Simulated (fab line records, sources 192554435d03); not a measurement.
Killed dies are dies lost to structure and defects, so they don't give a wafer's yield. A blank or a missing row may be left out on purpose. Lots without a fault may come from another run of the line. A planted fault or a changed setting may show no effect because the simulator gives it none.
fab line records | flow n5_finfet
record lots=24 wafers=72 last_day=19
route steps=1938 shown BEOL_M3@934 BEOL_M4@1021
lots that met no fault: from a run of the same line without faults
start_h: hours from the record's first day to the start of the lot's first wafer shown | wait_h: hours since the lot's step before | " the same as in the row above | L1.1+2: a row that stands for several wafers | - no value, or no start given | * or withheld: withheld | < > ~ a bound
route shown NAME@n: a module of which the file shows steps, and the number in the route of the first | usual: mean/standard deviation of fault-free wafers | same: alike in all rows | chamber/n: place in a boat | sites: the reading at each site | _std_site: their standard deviation | _edge_site: outer sites' mean less inner sites' | radius_mm: how far each site lies from the wafer's centre | mask NAME#n: copy n | behind: the tool/chamber that last shaped the wafer | hold: why the lot was held/for how many hours/how that ended | device: the transistor (n, p or np) that didn't switch | end of line: the same wafers' tests at the end of the route | a step without rows: its recipe alone | killed: dies lost to structure and defects at the first sort, not the wafer's yield | map: a wafer's dies, x killed, . not, _ none there
set.NAME: the setting as run; set.NAME@STEP: as run at that earlier step | model.NAME: the simulator's own value behind a step, which no gauge read
steps of the route over a sample of lots; a table a step, a row a wafer
services: from which hour (start_h, from the record's first day; less than 0 if before it) a tool's chamber was out of use, for how many hours, and why
## steps
# step N5_BEOL_M3_HM_DEP_02
# recipe material=TiN target_thk_a=200 temp_c=25 chamber_pressure_pa=0.49996
# usual susceptor_temp_C=24.98/0.11 throttle_valve_pct=29.5/1
# columns lot.wafer tool chamber start_h wait_h susceptor_temp_C throttle_valve_pct
L074.2 pvd_sputter-02 - 142.46 0.0 25.14 29.9
L074.3 " - " " 25.04 27.9
L074.5 " - " " 24.96 30.0
L075.3 pvd_sputter-01 - 147.28 1.5 24.99 29.6
L075.5 " - " " 25.01 28.7
L075.6 " - " " 25.17 30.3
L076.2 pvd_sputter-03 - 151.95 0.8 25.01 32.2
L076.4 " - " " 24.96 29.9
L076.5 " - " " 25.02 29.7
L077.2 pvd_sputter-02 - 157.17 0.6 24.90 29.7
L077.4 " - " " 25.06 28.7
L077.5 " - " " 25.02 27.7
L078.1 pvd_sputter-01 - 163.48 0.3 24.92 29.5
L078.3 " - " " 25.17 30.0
L078.5 " - " " 24.96 29.5
L079.3 pvd_sputter-01 - 169.66 0.4 25.08 30.0
L079.4 " - " " 24.93 29.5
L079.6 " - " " 24.88 30.2
L080.1 pvd_sputter-01 - 178.18 0.1 25.09 29.7
L080.3 " - " " 24.84 30.3
L080.4 " - " " 25.05 28.8
L081.1 pvd_sputter-01 - 187.92 0.5 24.99 30.1
L081.2 " - " " 24.88 28.3
L081.5 " - " " 24.91 28.4
L082.1 pvd_sputter-02 - 191.33 0.3 24.99 29.9
L082.3 " - " " 25.11 28.8
L082.4 " - " " 24.93 27.8
L083.1 pvd_sputter-02 - 199.21 1.8 25.14 30.3
L083.3 " - " " 25.00 28.5
L083.6 " - " " 24.89 30.1
L084.1 pvd_sputter-03 - 205.21 0.0 24.99 31.9
L084.3 " - " " 25.08 29.3
L084.4 " - " " 24.89 29.9
L085.3 pvd_sputter-02 - 223.18 0.1 24.78 29.8
L085.4 " - " " 25.15 27.9
L085.6 " - " " 24.96 29.8
L086.1 pvd_sputter-02 - 224.40 0.0 25.06 28.7
L086.2 " - " " 25.23 30.0
L086.6 " - " " 25.05 30.1
L087.3 pvd_sputter-02 - 230.12 2.3 24.86 30.0
L087.5 " - " " 24.81 29.6
L087.6 " - " " 24.99 27.5
L088.1 pvd_sputter-03 - 233.52 1.7 25.07 29.6
L088.3 " - " " 25.09 32.0
L088.5 " - " " 25.14 31.9
L089.3 pvd_sputter-03 - 244.87 2.1 24.86 29.7
L089.5 " - " " 25.04 32.1
L089.6 " - " " 24.94 29.4
L090.1 pvd_sputter-01 - 247.95 2.2 24.83 29.7
L090.2 " - " " 24.90 28.1
L090.4 " - " " 25.19 29.7
L092.1 pvd_sputter-03 - 255.20 1.0 24.93 29.7
L092.2 " - " " 25.10 32.1
L092.6 " - " " 24.95 29.5
L091.1 pvd_sputter-03 - 255.96 1.0 24.85 29.9
L091.2 " - " " 25.04 29.8
L091.4 " - " " 24.81 31.8
L093.1 pvd_sputter-02 - 261.38 1.2 25.06 28.8
L093.3 " - " " 25.06 30.1
L093.6 " - " " 25.03 27.7
L094.1 pvd_sputter-02 - 266.65 3.1 25.04 28.6
L094.3 " - " " 25.02 29.8
L094.4 " - " " 24.99 30.0
L095.1 pvd_sputter-02 - 271.33 3.8 24.89 30.1
L095.2 " - " " 24.83 28.0
L095.5 " - " " 24.84 27.6
L097.2 pvd_sputter-01 - 289.06 0.6 25.04 30.2
L097.5 " - " " 24.82 30.3
L097.6 " - " " 24.88 28.7
L096.1 pvd_sputter-03 - 290.90 0.9 24.87 29.5
L096.5 " - " " 24.83 30.0
L096.6 " - " " 24.92 29.3
# step N5_BEOL_M3_ANNEAL_80
# recipe temp_c=400 time_s=240 ambient=vacuum
# usual heater_power_w=846/94 susceptor_temp_C=399.98/0.22
# columns lot.wafer tool chamber start_h wait_h heater_power_w susceptor_temp_C
L074.2 pvd_sputter-02 - 150.34 0.0 852 399.94
L074.3 " - " " 856 400.24
L074.5 " - " " 862 399.89
L075.3 pvd_sputter-01 - 153.97 0.0 914 399.98
L075.5 " - " " 756 399.93
L075.6 " - " " 946 400.29
L076.2 pvd_sputter-02 - 159.21 0.0 785 399.75
L076.4 " - " " 861 399.80
L076.5 " - " " 849 399.83
L077.2 pvd_sputter-03 - 166.00 0.0 907 400.21
L077.4 " - " " 970 400.07
L077.5 " - " " 978 399.83
L078.1 pvd_sputter-02 - 170.33 0.0 864 399.80
L078.3 " - " " 886 399.92
L078.5 " - " " 885 400.09
L079.3 pvd_sputter-03 - 176.27 0.0 898 400.22
L079.4 " - " " 986 399.72
L079.6 " - " " 678 400.18
L080.1 pvd_sputter-03 - 188.99 0.0 981 399.90
L080.3 " - " " 892 399.89
L080.4 " - " " 943 399.96
L081.1 pvd_sputter-02 - 192.55 0.0 870 399.80
L081.2 " - " " 848 399.94
L081.5 " - " " 835 400.11
L082.1 pvd_sputter-03 - 212.43 0.0 911 400.29
L082.3 " - " " 959 400.05
L082.4 " - " " 961 400.13
L083.1 pvd_sputter-02 - 215.24 0.0 845 399.88
L083.3 " - " " 761 400.08
L083.6 " - " " 836 399.71
L084.1 pvd_sputter-03 - 217.47 0.0 684 399.86
L084.3 " - " " 1008 399.82
L084.4 " - " " 968 400.21
L085.3 pvd_sputter-03 - 231.64 0.0 950 400.12
L085.4 " - " " 668 400.04
L085.6 " - " " 897 399.87
L086.1 pvd_sputter-01 - 241.57 0.0 936 399.95
L086.2 " - " " 762 399.87
L086.6 " - " " 754 399.82
L087.3 pvd_sputter-02 - 242.96 0.0 858 400.09
L087.5 " - " " 866 399.97
L087.6 " - " " 880 400.02
L088.1 pvd_sputter-01 - 248.59 0.0 710 400.31
L088.3 " - " " 936 400.31
L088.5 " - " " 769 400.25
L089.3 pvd_sputter-02 - 251.88 0.0 859 399.97
L089.5 " - " " 839 399.91
L089.6 " - " " 776 400.02
L090.1 pvd_sputter-01 - 253.87 0.0 787 400.10
L090.2 " - " " 723 400.19
L090.4 " - " " 941 399.98
L092.1 pvd_sputter-01 - 262.94 0.0 718 399.65
L092.2 " - " " 770 400.14
L092.6 " - " " 770 399.83
L091.1 pvd_sputter-01 - 268.30 0.0 702 399.34
L091.2 " - " " 779 400.00
L091.4 " - " " 931 399.85
L093.1 pvd_sputter-03 - 274.92 0.0 924 400.04
L093.3 " - " " 686 399.71
L093.6 " - " " 899 399.81
L094.1 pvd_sputter-03 - 276.76 0.0 903 400.14
L094.3 " - " " 962 399.38
L094.4 " - " " 967 400.15
L095.1 pvd_sputter-02 - 281.24 0.0 869 399.69
L095.2 " - " " 883 400.21
L095.5 " - " " 834 400.11
L096.1 pvd_sputter-03 - 307.49 0.0 693 399.98
L096.5 " - " " 947 399.48
L096.6 " - " " 943 399.82
L097.2 pvd_sputter-03 - 310.46 0.0 965 399.53
L097.5 " - " " 698 399.95
L097.6 " - " " 885 399.73
# step N5_BEOL_M3_SPUTTER_90
# recipe material=Cu target_thk_a=45 temp_c=-20 chamber_pressure_pa=0.07 power_w=withheld time_s=8.29
# usual susceptor_temp_C=-19.98/0.12 throttle_valve_pct=29.7/0.96
# columns lot.wafer tool chamber start_h wait_h susceptor_temp_C throttle_valve_pct
L074.2 pvd_sputter-02 - 151.14 0.1 -19.99 28.0
L074.3 " - " " -19.76 29.8
L074.5 " - " " -20.03 29.7
L075.3 pvd_sputter-01 - 154.77 0.1 -20.13 29.4
L075.5 " - " " -19.99 30.3
L075.6 " - " " -19.97 29.8
L076.2 pvd_sputter-02 - 160.01 0.1 -20.12 28.8
L076.4 " - " " -19.99 30.2
L076.5 " - " " -20.18 29.8
L077.2 pvd_sputter-03 - 166.80 0.1 -19.91 29.6
L077.4 " - " " -19.93 29.6
L077.5 " - " " -19.84 31.8
L078.1 pvd_sputter-02 - 171.13 0.1 -20.09 30.0
L078.3 " - " " -20.06 28.0
L078.5 " - " " -19.95 28.1
L079.3 pvd_sputter-03 - 177.07 0.1 -20.18 29.4
L079.4 " - " " -19.90 29.7
L079.6 " - " " -19.89 29.7
L080.1 pvd_sputter-03 - 189.79 0.1 -19.81 31.9
L080.3 " - " " -19.95 29.5
L080.4 " - " " -20.02 29.4
L081.1 pvd_sputter-02 - 193.35 0.1 -19.91 29.9
L081.2 " - " " -19.90 29.8
L081.5 " - " " -20.18 29.7
L082.1 pvd_sputter-03 - 213.23 0.1 -19.88 29.2
L082.3 " - " " -20.25 29.7
L082.4 " - " " -20.03 32.4
L083.1 pvd_sputter-02 - 217.09 0.1 -19.91 29.9
L083.3 " - " " -19.86 28.9
L083.6 " - " " -20.06 29.6
L084.1 pvd_sputter-03 - 218.27 0.1 -19.97 29.8
L084.3 " - " " -20.00 31.8
L084.4 " - " " -20.04 29.7
L085.3 pvd_sputter-03 - 232.44 0.1 -20.01 29.4
L085.4 " - " " -20.04 29.7
L085.6 " - " " -20.01 29.5
L086.1 pvd_sputter-01 - 242.37 0.1 -20.05 29.9
L086.2 " - " " -20.04 30.1
L086.6 " - " " -20.06 30.2
L087.3 pvd_sputter-02 - 243.76 0.1 -19.85 30.1
L087.5 " - " " -19.99 29.6
L087.6 " - " " -19.90 27.6
L088.1 pvd_sputter-01 - 249.39 0.1 -20.05 28.6
L088.3 " - " " -19.95 29.7
L088.5 " - " " -19.98 30.2
L089.3 pvd_sputter-02 - 252.68 0.1 -20.37 29.8
L089.5 " - " " -20.19 29.9
L089.6 " - " " -19.96 29.0
L090.1 pvd_sputter-01 - 254.67 0.1 -20.10 29.8
L090.2 " - " " -19.72 28.5
L090.4 " - " " -20.05 29.6
L092.1 pvd_sputter-01 - 263.74 0.1 -20.10 28.4
L092.2 " - " " -19.78 30.1
L092.6 " - " " -19.94 30.0
L091.1 pvd_sputter-01 - 269.10 0.1 -19.84 28.6
L091.2 " - " " -19.97 30.1
L091.4 " - " " -20.11 29.7
L093.1 pvd_sputter-03 - 275.72 0.1 -20.01 29.7
L093.3 " - " " -20.01 29.8
L093.6 " - " " -19.84 29.4
L094.1 pvd_sputter-03 - 277.56 0.1 -19.94 29.3
L094.3 " - " " -19.88 29.6
L094.4 " - " " -19.96 31.7
L095.1 pvd_sputter-02 - 282.04 0.1 -19.98 30.0
L095.2 " - " " -19.88 28.2
L095.5 " - " " -20.15 29.9
L096.1 pvd_sputter-03 - 308.29 0.1 -20.07 29.7
L096.5 " - " " -20.08 31.9
L096.6 " - " " -20.05 29.6
L097.2 pvd_sputter-03 - 311.26 0.1 -20.06 29.7
L097.5 " - " " -19.99 29.9
L097.6 " - " " -19.95 29.6
# step N5_BEOL_M3_CMP_52
# recipe stop_on=SiOC t_overpolish_s=6.8 down_force_psi=1 platen_rpm=50 clearing_platen_down_force_psi=1.5 clearing_platen_rpm=50 post_cmp_clean=cu_alkaline target_thk_nm=40 clearing_platen_pad_velocity_m_s=0.99484 pad_velocity_m_s=0.99484
# usual barrier_field_endpoint_s=24.5/0.51 clearing_platen_rpm=49.999/0.025 motor_current_A=6.2/0.5 overpolish_run_s=6.801/0.009 time_to_endpoint_s=61.5/2.3
# columns lot.wafer tool chamber start_h wait_h barrier_field_endpoint_s clearing_platen_rpm motor_current_A overpolish_run_s time_to_endpoint_s
L074.3 cmp-03 3 152.34 0.2 24.2 50.019 7.1 6.804 62.4
L074.2 " 0 " " 24.0 50.025 5.8 6.783 62.4
L074.5 " 2 " " 24.5 50.027 5.7 6.811 64.3
L075.3 cmp-03 0 156.00 0.2 24.0 49.993 5.9 6.793 57.9
L075.5 " 2 " " 24.3 49.974 5.6 6.805 61.3
L075.6 " 3 " " 23.5 49.955 6.7 6.821 58.4
L076.2 cmp-03 3 161.16 0.2 24.3 49.994 6.7 6.804 60.6
L076.4 " 2 " " 24.8 49.994 5.4 6.804 63.0
L076.5 " 0 " " 24.2 50.026 5.8 6.805 61.6
L077.2 cmp-01 1 168.03 0.3 25.0 49.987 5.9 6.798 63.1
L077.4 " 2 " " 25.1 49.937 6.3 6.809 62.2
L077.5 " 0 " " 25.2 50.026 6.9 6.800 61.8
L078.1 cmp-03 1 172.32 0.3 24.7 50.030 6.9 6.820 62.7
L078.3 " 0 " " 24.1 50.010 5.8 6.796 62.5
L078.5 " 2 " " 25.0 50.032 5.9 6.800 63.3
L079.4 cmp-01 2 178.37 0.2 25.5 50.000 6.7 6.805 63.3
L079.3 " 0 " " 24.8 49.985 6.6 6.786 62.3
L079.6 " 1 " " 24.7 49.983 5.9 6.799 61.1
L080.3 cmp-03 0 190.94 0.2 24.2 50.013 5.8 6.823 60.9
L080.1 " 2 " " 24.0 49.975 5.7 6.801 60.0
L080.4 " 3 " " 23.8 50.014 6.6 6.799 57.4
L081.1 cmp-03 3 194.55 0.3 23.8 49.995 6.5 6.793 60.3
L081.2 " 1 " " 24.7 50.017 7.2 6.802 63.0
L081.5 " 2 " " 25.3 50.021 5.8 6.796 66.5
L082.3 cmp-01 3 214.45 0.2 23.6 50.019 6.0 6.803 61.7
L082.1 " 0 " " 23.7 50.023 6.9 6.798 61.7
L082.4 " 1 " " 24.0 49.988 5.9 6.788 61.1
L083.3 cmp-02 2 218.37 0.2 23.9 49.973 5.1 6.802 54.6
L083.1 " 3 " " 23.8 50.001 6.4 6.801 58.8
L083.6 " 2 " " 24.5 50.002 5.2 6.807 58.3
L084.1 cmp-02 3 220.56 0.3 24.0 49.988 6.7 6.804 58.6
L084.4 " 0 " " 24.3 49.970 6.3 6.797 57.1
L084.3 " 1 " " 23.0 49.977 5.9 6.804 56.7
L085.4 cmp-03 1 233.59 0.1 25.1 50.005 6.9 6.795 63.7
L085.3 " 0 " " 24.5 49.989 6.1 6.807 63.5
L085.6 " 1 " " 25.3 49.952 7.1 6.819 63.2
L086.1 cmp-01 3 243.59 0.3 24.3 50.010 5.7 6.808 61.7
L086.2 " 0 " " 24.1 49.972 6.6 6.795 62.3
L086.6 " 0 " " 24.5 49.971 6.5 6.798 59.1
L087.3 cmp-03 2 244.98 0.2 24.3 49.998 5.6 6.793 58.8
L087.6 " 0 " " 24.4 50.012 6.1 6.801 59.6
L087.5 " 1 " " 24.7 50.008 6.6 6.802 61.3
L088.1 cmp-02 2 251.09 0.8 24.3 50.031 5.1 6.793 59.2
L088.3 " 1 " " 25.1 49.994 5.9 6.811 61.3
L088.5 " 3 " " 25.0 49.984 6.6 6.808 60.1
L089.3 cmp-03 1 253.90 0.2 24.8 50.006 6.7 6.795 62.5
L089.6 " 3 " " 24.3 49.996 6.7 6.790 59.7
L089.5 " 0 " " 24.5 50.027 5.6 6.813 60.3
L090.2 cmp-02 1 255.84 0.2 24.0 50.045 6.2 6.797 62.3
L090.1 " 2 " " 23.5 50.036 5.2 6.800 60.4
L090.4 " 3 " " 24.1 49.973 6.8 6.805 62.7
L092.1 cmp-01 0 264.90 0.3 24.3 49.976 6.8 6.779 63.9
L092.2 " 1 " " 24.3 49.968 6.0 6.803 62.4
L092.6 " 0 " " 25.0 50.006 6.8 6.804 64.7
L091.4 cmp-01 2 270.31 0.2 25.0 49.935 6.3 6.783 62.1
L091.2 " 3 " " 24.7 49.958 6.2 6.787 62.3
L091.1 " 0 " " 24.9 50.007 6.8 6.797 62.0
L093.3 cmp-03 0 276.92 0.2 23.7 49.958 5.5 6.792 59.7
L093.1 " 1 " " 24.2 50.002 6.9 6.816 58.6
L093.6 " 0 " " 24.5 49.985 5.8 6.800 60.2
L094.4 cmp-01 3 278.75 0.2 25.1 49.965 5.8 6.805 61.1
L094.3 " 0 " " 24.6 50.031 6.5 6.813 62.8
L094.1 " 1 " " 24.8 49.990 6.0 6.804 63.3
L095.2 cmp-01 2 283.27 0.3 24.9 50.030 6.4 6.797 68.1
L095.1 " 3 " " 24.3 50.043 6.1 6.793 64.4
L095.5 " 0 " " 25.5 50.024 6.6 6.796 61.7
L096.1 cmp-03 2 309.56 0.4 24.4 50.022 5.6 6.811 64.5
L096.6 " 3 " " 24.4 49.969 6.6 6.786 62.2
L096.5 " 0 " " 24.8 49.949 5.9 6.807 61.5
L097.2 cmp-01 1 312.53 0.3 23.8 49.996 5.8 6.804 62.9
L097.5 " 2 " " 24.7 49.973 6.5 6.813 62.7
L097.6 " 3 " " 24.1 50.009 6.4 6.809 61.2
# step N5_BEOL_M3_INSPECT_59
# recipe inspect_instrument=darkfield mode=post_dep
# usual raw_defect_count=72/23
# columns lot.wafer tool chamber start_h wait_h raw_defect_count
L074.2 defect_inspect-01 - 153.02 0.0 74
L074.3 " - " " 73
L074.5 " - " " 62
L075.3 defect_inspect-02 - 156.51 0.0 60
L075.5 " - " " 47
L075.6 " - " " 69
L076.2 defect_inspect-02 - 161.74 0.0 119
L076.4 " - " " 134
L076.5 " - " " 96
L077.2 defect_inspect-02 - 168.76 0.0 54
L077.4 " - " " 84
L077.5 " - " " 117
L078.1 defect_inspect-01 - 173.12 0.0 73
L078.3 " - " " 72
L078.5 " - " " 84
L079.3 defect_inspect-01 - 178.92 0.0 87
L079.4 " - " " 102
L079.6 " - " " 116
L080.1 defect_inspect-01 - 191.55 0.0 86
L080.3 " - " " 64
L080.4 " - " " 64
L081.1 defect_inspect-02 - 195.15 0.0 62
L081.2 " - " " 45
L081.5 " - " " 89
L082.1 defect_inspect-02 - 214.99 0.0 144
L082.3 " - " " 68
L082.4 " - " " 93
L083.1 defect_inspect-01 - 218.91 0.0 50
L083.3 " - " " 62
L083.6 " - " " 55
L084.1 defect_inspect-02 - 221.11 0.0 52
L084.3 " - " " 58
L084.4 " - " " 56
L085.3 defect_inspect-01 - 234.21 0.0 105
L085.4 " - " " 70
L085.6 " - " " 66
L086.1 defect_inspect-01 - 244.17 0.0 36
L086.2 " - " " 71
L086.6 " - " " 53
L087.3 defect_inspect-02 - 245.49 0.0 42
L087.5 " - " " 103
L087.6 " - " " 109
L088.1 defect_inspect-02 - 251.73 0.0 77
L088.3 " - " " 57
L088.5 " - " " 74
L089.3 defect_inspect-01 - 254.41 0.0 62
L089.5 " - " " 87
L089.6 " - " " 60
L090.1 defect_inspect-01 - 256.42 0.0 51
L090.2 " - " " 64
L090.4 " - " " 33
L092.1 defect_inspect-01 - 265.51 0.0 83
L092.2 " - " " 44
L092.6 " - " " 62
L091.1 defect_inspect-01 - 270.85 0.0 74
L091.2 " - " " 40
L091.4 " - " " 39
L093.1 defect_inspect-02 - 277.46 0.0 53
L093.3 " - " " 78
L093.6 " - " " 67
L094.1 defect_inspect-01 - 279.29 0.0 68
L094.3 " - " " 73
L094.4 " - " " 58
L095.1 defect_inspect-01 - 283.77 0.0 77
L095.2 " - " " 80
L095.5 " - " " 74
L096.1 defect_inspect-02 - 310.03 0.0 87
L096.5 " - " " 50
L096.6 " - " " 92
L097.2 defect_inspect-01 - 312.99 0.0 53
L097.5 " - " " 52
L097.6 " - " " 51
# step N5_BEOL_M4_ILD_DEP_00
# recipe material=SiOC target_thk_a=790 temp_c=350 precursor=DEMS/O2 pressure_torr=5 rf_w=500 time_s=15.3
# usual heater_power_w=451/54 showerhead_plenum_p_Torr=5.681/0.026 susceptor_temp_C=350.00/0.18 throttle_valve_pct=12.2/0.89
# columns lot.wafer tool chamber start_h wait_h heater_power_w showerhead_plenum_p_Torr susceptor_temp_C throttle_valve_pct
L074.2 pecvd-03 2 153.06 0.0 522 5.722 350.02 11.3
L074.3 " 0 " " 517 5.645 350.24 11.6
L074.5 " 1 " " 460 5.692 349.74 12.3
L075.3 pecvd-01 2 156.55 0.0 381 5.674 349.45 11.5
L075.5 " 1 " " 390 5.681 349.83 13.2
L075.6 " 2 " " 387 5.674 349.38 11.6
L076.2 pecvd-01 2 161.78 0.0 365 5.677 350.11 11.7
L076.4 " 2 " " 368 5.655 350.18 11.8
L076.5 " 1 " " 465 5.699 350.20 13.1
L077.2 pecvd-03 1 168.79 0.0 457 5.702 349.77 12.4
L077.4 " 0 " " 499 5.635 350.01 11.8
L077.5 " 1 " " 467 5.695 349.91 12.1
L078.1 pecvd-01 0 173.16 0.0 490 5.674 350.17 13.7
L078.3 " 2 " " 410 5.665 349.95 11.6
L078.5 " 0 " " 485 5.667 349.88 13.6
L079.3 pecvd-04 0 178.95 0.0 359 5.689 349.89 13.0
L079.4 " 0 " " 348 5.688 349.96 13.1
L079.6 " 1 " " 382 5.685 350.08 11.2
L080.1 pecvd-03 2 191.59 0.0 540 5.721 350.00 11.0
L080.3 " 0 " " 528 5.671 349.96 11.9
L080.4 " 1 " " 514 5.691 349.94 12.6
L081.1 pecvd-03 2 195.19 0.0 500 5.731 350.04 11.2
L081.2 " 0 " " 533 5.640 349.74 11.6
L081.5 " 2 " " 496 5.709 349.75 11.3
L082.1 pecvd-01 2 215.03 0.0 409 5.668 350.12 11.7
L082.3 " 1 " " 387 5.680 349.77 13.0
L082.4 " 1 " " 377 5.690 349.88 13.1
L083.1 pecvd-03 0 218.95 0.0 505 5.647 349.93 11.9
L083.3 " 1 " " 501 5.686 349.80 12.2
L083.6 " 0 " " 495 5.642 349.78 11.6
L084.1 pecvd-04 0 221.14 0.0 405 5.712 349.63 13.2
L084.3 " 1 " " 438 5.660 349.77 11.5
L084.4 " 1 " " 456 5.673 349.76 11.2
L085.3 pecvd-01 0 234.24 0.0 437 5.668 350.10 13.5
L085.4 " 0 " " 418 5.659 349.94 13.5
L085.6 " 2 " " 371 5.670 350.19 11.5
L086.1 pecvd-03 2 244.20 0.0 474 5.709 349.74 10.4
L086.2 " 1 " " 511 5.694 350.26 12.2
L086.6 " 2 " " 482 5.714 349.76 10.9
L087.3 pecvd-03 0 245.53 0.0 512 5.636 350.03 11.6
L087.5 " 0 " " 515 5.648 349.96 11.6
L087.6 " 2 " " 521 5.715 349.96 10.5
L088.1 pecvd-01 2 251.77 0.0 357 5.653 350.25 11.7
L088.3 " 0 " " 474 5.666 350.08 13.6
L088.5 " 0 " " 496 5.673 349.94 13.4
L089.3 pecvd-04 0 254.45 0.0 411 5.699 349.81 13.2
L089.5 " 2 " " 464 5.707 350.02 10.9
L089.6 " 0 " " 393 5.699 350.19 13.2
L090.1 pecvd-01 1 256.46 0.0 409 5.676 350.03 13.3
L090.2 " 0 " " 438 5.671 350.23 13.3
L090.4 " 2 " " 340 5.650 350.01 11.6
L092.1 pecvd-03 2 265.54 0.0 462 5.717 350.10 11.1
L092.2 " 0 " " 447 5.647 350.09 11.9
L092.6 " 2 " " 467 5.709 350.37 10.9
L091.1 pecvd-01 2 270.89 0.0 336 5.659 349.93 11.8
L091.2 " 0 " " 453 5.677 350.20 13.4
L091.4 " 2 " " 336 5.670 349.84 11.9
L093.1 pecvd-01 1 277.50 0.0 373 5.688 350.07 12.9
L093.3 " 0 " " 512 5.669 349.83 13.3
L093.6 " 1 " " 379 5.676 350.06 12.9
L094.1 pecvd-01 2 279.33 0.0 391 5.659 350.22 12.0
L094.3 " 1 " " 433 5.687 350.16 13.1
L094.4 " 1 " " 452 5.696 349.90 13.1
L095.1 pecvd-03 0 283.81 0.0 446 5.652 349.96 11.6
L095.2 " 2 " " 519 5.724 349.72 10.5
L095.5 " 0 " " 451 5.655 350.04 11.8
L096.1 pecvd-03 0 310.07 0.0 460 5.655 350.04 11.8
L096.5 " 2 " " 433 5.718 350.10 10.6
L096.6 " 1 " " 443 5.716 350.32 12.7
L097.2 pecvd-03 1 313.03 0.0 497 5.714 349.94 12.4
L097.5 " 1 " " 490 5.697 349.83 12.1
L097.6 " 2 " " 438 5.705 349.91 10.8
## services
# columns tool chamber start_h hours kind
cmp-03 - 125.10 0.6 repair
cmp-03 - 143.16 0.8 repair
cmp-01 - 144.48 7.2 repair
cmp-02 - 152.35 3.2 pm
cmp-02 - 170.30 4.3 repair
pvd_sputter-02 - 174.26 5.0 repair
pecvd-03 1 175.64 10.2 repair
cmp-01 - 181.22 2.8 repair
pecvd-01 - 189.49 2.2 repair
cmp-02 - 190.68 1.4 repair
cmp-02 - 209.16 2.0 repair
cmp-01 - 215.29 4.0 pm
pecvd-01 0 217.93 1.7 repair
cmp-01 - 221.98 3.3 repair
cmp-01 - 241.36 0.4 repair
cmp-02 - 241.38 6.9 pm
pecvd-04 - 247.94 0.7 repair
cmp-01 - 248.38 7.0 repair
cmp-03 - 249.33 2.6 repair
cmp-02 - 256.49 35.2 repair
cmp-03 - 264.99 0.5 repair
cmp-03 - 280.06 2.3 repair
cmp-03 - 299.39 2.2 repair
pecvd-01 - 312.06 6.0 pm
## key
fault none
